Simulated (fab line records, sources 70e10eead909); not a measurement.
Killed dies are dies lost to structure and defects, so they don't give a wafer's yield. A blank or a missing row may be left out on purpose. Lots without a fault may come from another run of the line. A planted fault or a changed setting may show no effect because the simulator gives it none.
fab line records | flow nand_harc
record lots=5 wafers=15 last_day=33
route steps=1302 shown A_CHANNEL_FILL_D1@492 A_DECK1_JOINT@518 END@1301
lots that met no fault: from a run of the same line without faults
start_h: hours from the record's first day to the start of the lot's first wafer shown | wait_h: hours since the lot's step before | " the same as in the row above | L1.1+2: a row that stands for several wafers | - no value, or no start given | * or withheld: withheld | < > ~ a bound
route shown NAME@n: a module of which the file shows steps, and the number in the route of the first | usual: mean/standard deviation of fault-free wafers | same: alike in all rows | chamber/n: place in a boat | sites: the reading at each site | _std_site: their standard deviation | _edge_site: outer sites' mean less inner sites' | radius_mm: how far each site lies from the wafer's centre | mask NAME#n: copy n | behind: the tool/chamber that last shaped the wafer | hold: why the lot was held/for how many hours/how that ended | device: the transistor (n, p or np) that didn't switch | end of line: the same wafers' tests at the end of the route | a step without rows: its recipe alone | killed: dies lost to structure and defects at the first sort, not the wafer's yield | map: a wafer's dies, x killed, . not, _ none there
set.NAME: the setting as run; set.NAME@STEP: as run at that earlier step | model.NAME: the simulator's own value behind a step, which no gauge read
lots at some steps of the route; a table a step, a row a wafer
services: from which hour (start_h, from the record's first day; less than 0 if before it) a tool's chamber was out of use, for how many hours, and why
## steps
# step NHARC_A_CHANNEL_FILL_D1_ALD_02
# recipe target_thk_a=60 pulse_time_s=10 ald_cycles=60 temp_c=300 material=SiO2
# usual heater_power_w=470/39 precursor_pulse_height_rel=0.997/0.02
# columns lot.wafer tool chamber start_h wait_h heater_power_w precursor_pulse_height_rel
L975.3 ald_hk-04 1 201.22 - 454 0.953
L975.5 " 1 " " 464 0.968
L975.6 " 2 " " 516 1.006
L980.1 ald_hk-02 1 250.33 - 433 0.976
L980.3 " 2 " " 544 0.985
L980.4 " 0 " " 405 0.996
L982.4 ald_hk-01 3 276.10 - 478 0.965
L982.2 " 1 " " 460 1.002
L982.6 " 3 " " 505 0.947
L992.4 ald_hk-04 0 356.49 - 421 0.982
L992.5 " 2 " " 477 0.982
L992.6 " 3 " " 483 0.998
L997.3 ald_hk-04 1 408.61 - 452 0.992
L997.1 " 3 " " 471 1.030
L997.6 " 1 " " 460 1.010
# step NHARC_A_CHANNEL_FILL_D1_ALD_03
# recipe target_thk_a=60 pulse_time_s=60 ald_cycles=58 temp_c=630 pressure_torr=2 material=SiNx
# usual precursor_pulse_height_rel=1.000/0.02
# columns lot.wafer tool chamber start_h wait_h precursor_pulse_height_rel
L975.3 ald_sin_batch-03 0 - - 0.963
L975.5 " 0 " " 1.017
L975.6 " 0 " " 1.017
L980.1 ald_sin_batch-01 0 - - 0.977
L980.3 " 0 " " 0.974
L980.4 " 0 " " 0.986
L982.2 ald_sin_batch-01 0 - - 0.999
L982.4 " 0 " " 1.028
L982.6 " 0 " " 1.033
L992.4 ald_sin_batch-02 0 - - 0.993
L992.5 " 0 " " 0.977
L992.6 " 0 " " 1.026
L997.1 ald_sin_batch-02 0 - - 1.011
L997.3 " 0 " " 0.985
L997.6 " 0 " " 1.057
# step NHARC_A_CHANNEL_FILL_D1_ALD_14
# recipe target_thk_a=25 pulse_time_s=10 ald_cycles=25 temp_c=300 material=SiO2
# step NHARC_A_CHANNEL_FILL_D1_ALD_15
# recipe target_thk_a=20 pulse_time_s=60 ald_cycles=19 temp_c=630 pressure_torr=2 material=SiNx
# usual precursor_pulse_height_rel=0.997/0.019
# columns lot.wafer tool chamber start_h wait_h precursor_pulse_height_rel
L975.3 ald_sin_batch-03 0 - - 1.007
L975.5 " 0 " " 1.020
L975.6 " 0 " " 1.011
L980.1 ald_sin_batch-02 0 - - 0.982
L980.3 " 0 " " 1.004
L980.4 " 0 " " 0.989
L982.2 ald_sin_batch-03 0 - - 0.979
L982.4 " 0 " " 1.011
L982.6 " 0 " " 0.980
L992.4 ald_sin_batch-01 0 - - 0.999
L992.5 " 0 " " 0.980
L992.6 " 0 " " 1.007
L997.1 ald_sin_batch-01 0 418.73 2.9 0.989
L997.3 " 0 " " 0.996
L997.6 " 0 " " 1.022
# step NHARC_A_CHANNEL_FILL_D1_ALD_16
# recipe target_thk_a=15 pulse_time_s=10 ald_cycles=15 temp_c=300 material=SiO2
# step NHARC_A_CHANNEL_FILL_D1_ANNEAL_17
# recipe temp_c=850 time_s=1800
# step NHARC_A_CHANNEL_FILL_D1_CVD_18
# recipe target_thk_a=30 temp_c=550 material=poly-Si
# step NHARC_A_CHANNEL_FILL_D1_ETCHBACK_19
# recipe target_depth_a=50 time_s=1.7 hbr_flow_sccm=150 cl2_flow_sccm=50 rf_w=400 icp_w=400 bias_w=100 chemistry=HBr/Cl2
# step NHARC_A_CHANNEL_FILL_D1_ETCHBACK_20
# recipe target_depth_a=270 time_s=13.5 c4f8_flow_sccm=withheld o2_flow_sccm=8 ar_flow_sccm=withheld rf_w=600 bias_w=1500 chemistry=C4F8/O2/Ar
# step NHARC_A_CHANNEL_FILL_D1_STRIP_28
# recipe time_s=20 o2_flow_sccm=500 ar_flow_sccm=0 bias_w=0 chemistry=O2
# step NHARC_A_CHANNEL_FILL_D1_PRECLEAN_21
# recipe time_s=30 chemistry=dHF
# step NHARC_A_CHANNEL_FILL_D1_SRD_23
# step NHARC_A_CHANNEL_FILL_D1_CVD_05
# recipe target_thk_a=50 temp_c=550 material=poly-Si
# usual spike_tc_bottom_C=572.2/2.4 spike_tc_centre_C=550.6/1.1 spike_tc_lower_C=550.3/1.4 spike_tc_upper_C=550.0/1.3 tube_center_temp_C=550/0.056
# columns lot.wafer tool chamber start_h wait_h spike_tc_bottom_C spike_tc_centre_C spike_tc_lower_C spike_tc_upper_C tube_center_temp_C
L975.3 lpcvd_poly-01 0 228.18 2.4 571.5 548.8 549.8 547.8 549.92
L975.5 " 0 " " 569.7 550.6 551.3 549.7 550.04
L975.6 " 0 " " 572.1 550.3 550.7 549.0 550.03
L980.1 lpcvd_poly-04 0 277.18 2.3 574.4 549.5 548.0 549.1 550.02
L980.3 " 0 " " 575.3 549.4 549.9 549.7 549.94
L980.4 " 0 " " 574.6 553.9 548.8 550.9 550.03
L982.2 lpcvd_poly-01 0 303.07 2.4 586.0 564.4 565.6 564.7 565.61
L982.4 " 0 " " 586.5 564.9 566.1 563.2 565.55
L982.6 " 0 " " 585.0 566.0 565.4 565.2 565.64
L992.4 lpcvd_poly-03 0 382.88 2.3 571.2 550.1 552.5 550.5 550.01
L992.5 " 0 " " 571.5 552.2 551.3 550.2 549.92
L992.6 " 0 " " 572.0 551.0 552.4 552.3 550.03
L997.1 lpcvd_poly-04 0 437.22 2.3 577.4 550.4 548.9 548.1 550
L997.3 " 0 " " 576.0 550.9 548.2 549.4 550.05
L997.6 " 0 " " 576.3 550.0 548.4 548.2 550.01
# step NHARC_A_CHANNEL_FILL_D1_ANNEAL_22
# recipe temp_c=620 time_s=7200
# step NHARC_A_CHANNEL_FILL_D1_ALD_25
# recipe target_thk_a=600 pulse_time_s=10 ald_cycles=600 temp_c=300 material=SiOx
# usual heater_power_w=475/40 precursor_pulse_height_rel=1.002/0.018
# columns lot.wafer tool chamber start_h wait_h heater_power_w precursor_pulse_height_rel
L975.3 ald_hk-04 1 239.23 1.9 456 1.008
L975.6 " 2 " " 511 0.992
L975.5 " 3 " " 474 0.998
L980.4 ald_hk-02 1 286.33 0.0 419 0.965
L980.1 " 2 " " 543 0.988
L980.3 " 3 " " 544 0.984
L982.4 ald_hk-01 0 312.40 0.1 502 0.987
L982.2 " 2 313.63 1.3 462 0.999
L982.6 " 1 315.47 3.1 485 1.030
L992.4 ald_hk-04 0 392.79 0.1 417 1.018
L992.6 " 0 395.22 2.5 421 1.003
L992.5 " 1 " " 453 0.989
L997.1 ald_hk-02 2 447.69 1.3 521 1.050
L997.3 " 3 " " 529 0.978
L997.6 " 0 " " 398 0.984
# step NHARC_A_CHANNEL_FILL_D1_ETCHBACK_08
# recipe target_depth_a=2200 time_s=110 c4f8_flow_sccm=20 ar_flow_sccm=withheld rf_w=600 bias_w=300 chemistry=C4F8
# step NHARC_A_CHANNEL_FILL_D1_STRIP_29
# recipe time_s=20 o2_flow_sccm=500 ar_flow_sccm=0 bias_w=0 chemistry=O2
# step NHARC_A_CHANNEL_FILL_D1_PRECLEAN_30
# recipe time_s=30 chemistry=dHF
# step NHARC_A_CHANNEL_FILL_D1_SRD_31
# step NHARC_A_CHANNEL_FILL_D1_CVD_09
# recipe target_thk_a=1500 temp_c=620 pressure_mtorr=200 time_s=3000 material=poly-Si
# step NHARC_A_CHANNEL_FILL_D1_CMP_10
# recipe target_thk_nm=150
# step NHARC_A_CHANNEL_FILL_D1_SRD_12
# step NHARC_A_CHANNEL_FILL_D1_INSPECT_13
# usual raw_defect_count=328/110
# columns lot.wafer tool chamber start_h wait_h raw_defect_count
L975.3 defect_inspect-02 - 250.02 0.0 314
L975.5 " - " " 382
L975.6 " - " " 562
L980.1 defect_inspect-01 - 298.18 0.0 193
L980.3 " - " " 318
L980.4 " - " " 245
L982.2 defect_inspect-01 - 324.12 0.0 233
L982.4 " - " " 240
L982.6 " - " " 167
L992.4 defect_inspect-01 - 406.07 0.0 256
L992.5 " - " " 427
L992.6 " - " " 476
L997.1 defect_inspect-02 - 458.25 0.0 228
L997.3 " - " " 268
L997.6 " - " " 195
# step NHARC_A_DECK1_JOINT_ETCHBACK_07
# recipe target_depth_a=1050 time_s=26.9 hbr_flow_sccm=150 rf_w=350 icp_w=350 bias_w=60 chemistry=HBr
# step NHARC_A_DECK1_JOINT_ETCH_25
# recipe target_depth_a=5 chemistry=dHF material=SiO2
# step NHARC_A_DECK1_JOINT_ETCH_19
# recipe temp_c=25 target_depth_a=30 chemistry=TMAH material=poly-Si
# step NHARC_A_DECK1_JOINT_ETCH_18
# recipe target_depth_a=30 chemistry=dHF material=SiO2
# step NHARC_A_DECK1_JOINT_WET_08
# recipe temp_c=160 time_s=86 chemistry=H3PO4
# step NHARC_A_DECK1_JOINT_ETCH_09
# recipe target_depth_a=50 chemistry=dHF material=SiO2
# step NHARC_A_DECK1_JOINT_WET_10
# recipe temp_c=160 time_s=86 chemistry=H3PO4
# step NHARC_A_DECK1_JOINT_ETCH_11
# recipe target_depth_a=350 chemistry=dHF material=SiO2
# step NHARC_A_DECK1_JOINT_CVD_12
# recipe target_thk_a=900 temp_c=620 pressure_mtorr=200 time_s=1800 material=poly-Si
# step NHARC_A_DECK1_JOINT_CMP_13
# recipe target_thk_nm=51.023
# usual motor_current_A=11.6/0.95 retaining_ring_pressure_frac=1.000/0.0048 time_to_endpoint_s=9.3/2.2
# columns lot.wafer tool chamber start_h wait_h motor_current_A retaining_ring_pressure_frac time_to_endpoint_s
L975.3 cmp-01 3 260.38 0.4 12.4 0.994 9.0
L975.6 " 3 " " 12.5 0.999 8.2
L975.5 " 0 " " 12.3 1.002 8.2
L980.4 cmp-03 0 308.59 0.4 10.8 0.998 5.1
L980.3 " 1 " " 13.1 1.003 9.4
L980.1 " 2 " " 13.0 0.996 6.3
L982.2 cmp-03 0 334.44 0.4 11.6 1.001 11.0
L982.4 " 3 " " 11.1 1.004 10.3
L982.6 " 1 " " 13.4 0.988 12.6
L992.4 cmp-02 0 416.40 0.4 11.9 1.006 12.3
L992.6 " 3 " " 11.3 0.998 15.6
L992.5 " 0 " " 13.1 1.009 12.6
L997.3 cmp-01 2 468.63 0.4 10.5 1.002 12.3
L997.1 " 0 " " 12.1 1.007 11.1
L997.6 " 1 " " 10.8 0.998 10.3
# step NHARC_A_DECK1_JOINT_THK_MEAS_14
# recipe thk_meas_gauge=ellipsometry
# usual thk_nm=50.9/1.5
# columns lot.wafer tool chamber start_h wait_h thk_nm
L975.3 film_metro-01 - 260.63 0.2 49.8
L975.5 " - " " 51.3
L975.6 " - " " 50.1
L980.1 film_metro-01 - 308.82 0.2 48.4
L980.3 " - " " 48.8
L980.4 " - " " 48.7
L982.2 film_metro-02 - 334.70 0.2 51.1
L982.4 " - " " 48.4
L982.6 " - " " 51.6
L992.4 film_metro-01 - 416.63 0.2 53.6
L992.5 " - " " 52.6
L992.6 " - " " 53.8
L997.1 film_metro-02 - 468.86 0.2 51.0
L997.3 " - " " 50.6
L997.6 " - " " 51.9
# step NHARC_A_DECK1_JOINT_SRD_04
# step NHARC_A_DECK1_JOINT_ETCHBACK_00
# recipe target_depth_a=300 time_s=17.4 hbr_flow_sccm=150 rf_w=350 icp_w=350 bias_w=60 chemistry=HBr
# step NHARC_A_DECK1_JOINT_PRECLEAN_30
# recipe time_s=* temp_c=50 bath_age_min=0 chemistry=SC1
# step NHARC_A_DECK1_JOINT_SRD_31
# step NHARC_A_DECK1_JOINT_CVD_34
# recipe target_thk_a=200 temp_c=700 pressure_mtorr=300 material=SiNx
# step NHARC_END_WLT_00
# usual VT_DECK1_BOTTOM=0.869/0.0064 VT_DECK1_BOTTOM_INNER=0.869/0.0066 VT_DECK1_MEDIAN_NEAR_BOTTOM=0.870/0.0065 VT_DECK1_MEDIAN_NEAR_BOTTOM_INNER=0.870/0.0072 VT_DECK1_MIDDLE=0.883/0.0057 VT_DECK1_MIDDLE_INNER=0.883/0.0059 VT_DECK1_TOP=0.895/0.0059 VT_DECK1_TOP_INNER=0.895/0.0059 VT_DECK2_BOTTOM=0.870/0.0079 VT_DECK2_BOTTOM_INNER=0.868/0.0078 VT_DECK2_MEDIAN_NEAR_BOTTOM=0.870/0.0082 VT_DECK2_MEDIAN_NEAR_BOTTOM_INNER=0.870/0.0083 VT_DECK2_MIDDLE=0.882/0.0072 VT_DECK2_MIDDLE_INNER=0.883/0.0068 VT_DECK2_TOP=0.894/0.0082 VT_DECK2_TOP_INNER=0.893/0.0077
# columns lot.wafer tool chamber start_h wait_h VT_DECK1_BOTTOM VT_DECK1_BOTTOM_INNER VT_DECK1_MEDIAN_NEAR_BOTTOM VT_DECK1_MEDIAN_NEAR_BOTTOM_INNER VT_DECK1_MIDDLE VT_DECK1_MIDDLE_INNER VT_DECK1_TOP VT_DECK1_TOP_INNER VT_DECK2_BOTTOM VT_DECK2_BOTTOM_INNER VT_DECK2_MEDIAN_NEAR_BOTTOM VT_DECK2_MEDIAN_NEAR_BOTTOM_INNER VT_DECK2_MIDDLE VT_DECK2_MIDDLE_INNER VT_DECK2_TOP VT_DECK2_TOP_INNER
L975.3 prober-02 - 574.89 1.1 0.869 0.873 0.862 0.868 0.879 0.878 0.894 0.885 0.877 0.875 0.872 0.875 0.875 0.879 0.891 0.886
L975.5 " - 575.89 2.1 0.873 0.859 0.862 0.864 0.884 0.879 0.889 0.893 0.867 0.868 0.867 0.873 0.888 0.881 0.900 0.890
L975.6 " - " " 0.861 0.861 0.868 0.871 0.876 0.873 0.884 0.885 0.873 0.872 0.866 0.875 0.885 0.886 0.899 0.895
L980.1 prober-02 - 612.74 0.1 0.869 0.863 0.866 0.868 0.882 0.883 0.897 0.882 0.872 0.865 0.873 0.862 0.875 0.879 0.897 0.896
L980.3 " - 613.75 1.1 0.866 0.878 0.877 0.872 0.882 0.883 0.890 0.894 0.856 0.864 0.864 0.860 0.882 0.875 0.889 0.884
L980.4 " - " " 0.866 0.877 0.869 0.873 0.877 0.875 0.888 0.888 0.862 0.852 0.871 0.861 0.882 0.878 0.884 0.883
L982.2 prober-02 - 655.49 0.6 0.967 0.970 0.957 0.975 0.987 0.993 0.997 0.993 0.873 0.870 0.871 0.877 0.888 0.889 0.892 0.893
L982.4 " - " " 0.964 0.968 0.963 0.971 0.980 0.988 0.998 0.997 0.873 0.866 0.874 0.878 0.877 0.877 0.892 0.893
L982.6 " - " " 0.958 0.961 0.967 0.975 0.988 0.980 0.995 1.004 0.868 0.859 0.863 0.869 0.887 0.884 0.891 0.889
L992.4 prober-02 - 734.50 1.5 0.877 0.871 0.880 0.873 0.894 0.892 0.899 0.907 0.881 0.874 0.884 0.874 0.885 0.893 0.888 0.891
L992.5 " - " " 0.873 0.876 0.881 0.875 0.890 0.893 0.912 0.907 0.869 0.869 0.875 0.880 0.893 0.887 0.900 0.904
L992.6 " - " " 0.872 0.872 0.874 0.877 0.893 0.892 0.902 0.902 0.886 0.878 0.875 0.877 0.883 0.886 0.891 0.896
L997.1 prober-02 - 776.02 0.0 0.861 0.873 0.860 0.868 0.885 0.887 0.898 0.891 0.871 0.874 0.876 0.873 0.894 0.893 0.901 0.894
L997.3 " - 777.02 1.0 0.869 0.865 0.869 0.862 0.882 0.878 0.890 0.891 0.876 0.880 0.870 0.875 0.888 0.878 0.897 0.904
L997.6 " - 778.52 2.5 0.870 0.861 0.865 0.871 0.879 0.886 0.894 0.901 0.874 0.871 0.874 0.879 0.880 0.892 0.905 0.898
# step NHARC_END_SORT_01
# recipe temp_c=25
# usual killed_at_array=64/18 killed_at_other=0.8/1.1 killed_at_periphery=3.8/2.7 killed_dies=68/18 killed_open=3.3/1.9 killed_short=2.3/1.8
# same gross_dies=677
# columns lot.wafer tool chamber start_h wait_h killed_at_array killed_at_other killed_at_periphery killed_dies killed_open killed_short
L975.3 prober-02 0 578.49 3.1 77 2 6 85 2 2
L975.5 prober-02 0 580.08 3.7 69 0 2 71 2 0
L975.6 prober-02 0 580.88 4.0 80 1 2 83 3 4
L980.1 prober-02 0 615.76 2.5 54 0 3 57 2 1
L980.3 prober-02 0 617.38 3.1 56 1 6 63 2 3
L980.4 prober-02 0 618.19 3.4 64 0 1 65 1 1
L982.2 prober-02 0 658.75 2.8 36 2 1 39 6 0
L982.4 prober-02 0 660.34 3.4 31 1 0 32 1 2
L982.6 prober-02 0 661.93 4.0 35 3 2 40 5 2
L992.4 prober-02 0 738.36 3.4 65 1 1 67 3 2
L992.5 prober-02 0 739.15 3.7 65 0 1 66 5 1
L992.6 prober-02 0 739.95 4.0 60 0 2 62 1 3
L997.1 prober-02 0 779.02 2.5 22 0 6 28 5 2
L997.3 prober-02 0 780.62 3.1 22 0 7 29 0 4
L997.6 prober-02 0 783.01 4.0 34 0 7 41 3 4
# killed by level:class
L975.3 A_CHANNEL_HOLE_D1:chamber_film_flake=33 A_CHANNEL_HOLE_D2:chamber_film_flake=31 A_CONTACT:chamber_film_flake=5 A_STAIRCASE:chamber_film_flake=3 P_CONTACT:chamber_film_flake=2 THIN_TSV:chamber_film_flake=2 P_M1:geometric_particle:open=1 A_CHANNEL_FILL_D1:geometric_particle:short=1
L975.5 A_CHANNEL_HOLE_D1:chamber_film_flake=32 A_CHANNEL_HOLE_D2:chamber_film_flake=32 A_CONTACT:chamber_film_flake=2 A_CHANNEL_HOLE_D2:geometric_particle:open=1 A_SGD_CUT:geometric_particle:open=1 P_CONTACT:chamber_film_flake=1 P_BONDPAD:chamber_film_flake=1 A_WL_FILL:chamber_film_flake=1
L975.6 A_CHANNEL_HOLE_D1:chamber_film_flake=41 A_CHANNEL_HOLE_D2:chamber_film_flake=28 A_STAIRCASE:chamber_film_flake=4 P_M0:geometric_particle:open=1 A_CHANNEL_FILL_D1:geometric_particle:short=1 A_DECK1_JOINT:geometric_particle:short=1 A_ONON_D2:geometric_particle:short=1 A_WL_FILL:geometric_particle:open=1
L980.1 A_SLIT:chamber_film_flake=24 A_STAIRCASE:chamber_film_flake=9 A_CHANNEL_HOLE_D2:chamber_film_flake=6 A_CHANNEL_HOLE_D1:chamber_film_flake=4 A_CONTACT:chamber_film_flake=4 A_WL_FILL:chamber_film_flake=3 A_ONON_D2:geometric_particle:short=1 A_CHANNEL_FILL_D2:geometric_particle:open=1
L980.3 A_SLIT:chamber_film_flake=30 A_CHANNEL_HOLE_D2:chamber_film_flake=13 A_CONTACT:chamber_film_flake=4 P_ZERO_WELL:chamber_film_flake=3 A_STAIRCASE:chamber_film_flake=3 P_GATE:chamber_film_flake=2 P_GATE:geometric_particle:open=1 A_ONON_D1:geometric_particle:open=1
L980.4 A_SLIT:chamber_film_flake=32 A_CHANNEL_HOLE_D2:chamber_film_flake=17 A_STAIRCASE:chamber_film_flake=5 A_CONTACT:chamber_film_flake=4 A_CHANNEL_HOLE_D1:chamber_film_flake=2 A_CHANNEL_FILL_D1:geometric_particle:short=1 A_CHANNEL_FILL_D1:geometric_particle:open=1 P_ZERO_WELL:chamber_film_flake=1
L982.2 A_CHANNEL_HOLE_D2:chamber_film_flake=9 A_CHANNEL_HOLE_D1:chamber_film_flake=8 A_CONTACT:chamber_film_flake=7 A_STAIRCASE:chamber_film_flake=4 A_M0:geometric_particle:open=2 A_BLC:chamber_film_flake=2 THIN_TSV:chamber_film_flake=2 P_CONTACT:geometric_particle:open=1
L982.4 A_CHANNEL_HOLE_D2:chamber_film_flake=9 A_CHANNEL_HOLE_D1:chamber_film_flake=5 A_STAIRCASE:chamber_film_flake=5 A_SLIT:chamber_film_flake=3 A_CONTACT:chamber_film_flake=2 A_ONON_D1:geometric_particle:open=1 A_WL_FILL:geometric_particle:short=1 A_M0:geometric_particle:short=1
L982.6 A_CHANNEL_HOLE_D2:chamber_film_flake=17 A_SLIT:chamber_film_flake=4 A_CHANNEL_HOLE_D1:chamber_film_flake=3 THIN_TSV:chamber_film_flake=3 A_CHANNEL_FILL_D2:geometric_particle:open=2 A_CONTACT:chamber_film_flake=2 A_BLC:chamber_film_flake=2 P_CONTACT:geometric_particle:open=1
L992.4 A_CHANNEL_HOLE_D1:chamber_film_flake=37 A_CHANNEL_HOLE_D2:chamber_film_flake=15 A_SLIT:chamber_film_flake=3 A_CHANNEL_FILL_D1:chamber_film_flake=2 A_CONTACT:chamber_film_flake=2 A_STAIRCASE:chamber_film_flake=2 P_CONTACT:geometric_particle:open=1 A_ONON_D1:geometric_particle:open=1
L992.5 A_CHANNEL_HOLE_D1:chamber_film_flake=31 A_CHANNEL_HOLE_D2:chamber_film_flake=19 A_SLIT:chamber_film_flake=6 A_STAIRCASE:chamber_film_flake=2 P_M1:geometric_particle:open=1 A_ONON_D2:geometric_particle:short=1 A_CHANNEL_FILL_D2:geometric_particle:open=1 A_SGD_CUT:geometric_particle:open=1
L992.6 A_CHANNEL_HOLE_D1:chamber_film_flake=28 A_CHANNEL_HOLE_D2:chamber_film_flake=19 A_SLIT:chamber_film_flake=4 A_M0:chamber_film_flake=2 A_CONTACT:chamber_film_flake=2 P_GATE:geometric_particle:short=1 P_M0:geometric_particle:short=1 A_SOURCE_PLATE:geometric_particle:open=1
L997.1 A_SLIT:chamber_film_flake=6 A_CONTACT:chamber_film_flake=5 A_M0:geometric_particle:open=2 A_ZERO_WELL:chamber_film_flake=2 A_CHANNEL_HOLE_D2:chamber_film_flake=2 P_CONTACT:geometric_particle:open=1 P_CONTACT:geometric_particle:short=1 A_ONON_D1:geometric_particle:open=1
L997.3 P_GATE:chamber_film_flake=6 A_SLIT:chamber_film_flake=5 A_CONTACT:chamber_film_flake=3 A_M1:chamber_film_flake=3 A_WL_FILL:geometric_particle:short=2 A_ZERO_WELL:chamber_film_flake=2 A_CHANNEL_HOLE_D1:chamber_film_flake=2 A_STAIRCASE:chamber_film_flake=2
L997.6 A_SLIT:chamber_film_flake=14 P_GATE:chamber_film_flake=6 A_CONTACT:chamber_film_flake=5 A_M1:chamber_film_flake=5 A_ONON_D1:geometric_particle:short=2 A_CHANNEL_FILL_D1:geometric_particle:short=1 A_CHANNEL_FILL_D1:geometric_particle:open=1 A_CHANNEL_HOLE_D2:geometric_particle:open=1
## services
# columns tool chamber start_h hours kind
cmp-01 - 185.62 4.0 pm
ald_sin_batch-01 - 209.06 5.9 repair
cmp-02 - 216.31 1.5 repair
cmp-02 - 228.06 1.0 repair
cmp-02 - 232.56 4.0 pm
cmp-02 - 241.99 0.9 repair
lpcvd_poly-01 - 242.86 4.4 repair
ald_hk-04 - 254.00 10.0 pm
cmp-03 - 261.29 4.0 pm
ald_sin_batch-02 - 266.00 26.0 pm
cmp-01 - 283.69 4.0 pm
cmp-01 - 288.49 3.5 repair
ald_hk-01 - 299.21 10.0 pm
cmp-01 - 303.48 0.7 repair
ald_hk-02 - 348.39 10.0 pm
cmp-03 - 359.29 4.0 pm
cmp-03 - 367.76 2.2 repair
ald_hk-01 - 375.13 0.6 repair
cmp-01 - 376.80 0.9 repair
cmp-01 - 381.69 4.0 pm
ald_hk-02 - 409.26 2.3 repair
cmp-03 - 412.69 1.3 repair
cmp-03 - 446.79 4.9 repair
cmp-03 - 457.29 4.0 pm
## key
first_sign step=NHARC_A_CHANNEL_FILL_D1_CVD_05 reading=tube_center_temp_C direction=up sigmas=99+ usual=* struck=*
effect step=NHARC_A_CHANNEL_FILL_D1_CVD_05 reading=spike_tc_centre_C direction=up sigmas=13 usual=550.6 struck=565.1
effect step=NHARC_END_WLT_00 reading=VT_DECK1_MIDDLE direction=up sigmas=18 usual=0.883 struck=0.985
met_at NHARC_A_CHANNEL_FILL_D1_CVD_05
struck_wafers L982.2,L982.4,L982.6
tester_left_out L982
onset_between 228.18 303.07
fault kind=process_parameter_drift tool=lpcvd_poly-01 chamber=- onset_h=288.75 steps=NHARC_P_GATE_CVD_17,NHARC_A_SOURCE_PLATE_CVD_03,NHARC_A_CHANNEL_FILL_D1_CVD_18,NHARC_A_CHANNEL_FILL_D1_CVD_05,NHARC_A_CHANNEL_FILL_D1_CVD_09,NHARC_A_DECK1_JOINT_CVD_12,NHARC_A_CHANNEL_FILL_D2_CVD_18,NHARC_A_CHANNEL_FILL_D2_CVD_05,+2 channel=temp_c offset=* shape=step end_h=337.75
# tester_left_out: of these lots the tester's yield and bins aren't shown, on N5 and GAA mostly nor the transistor test; their killed dies are dies lost to structure and defects alone, not to doping, threshold or leakage, so they don't give the yield
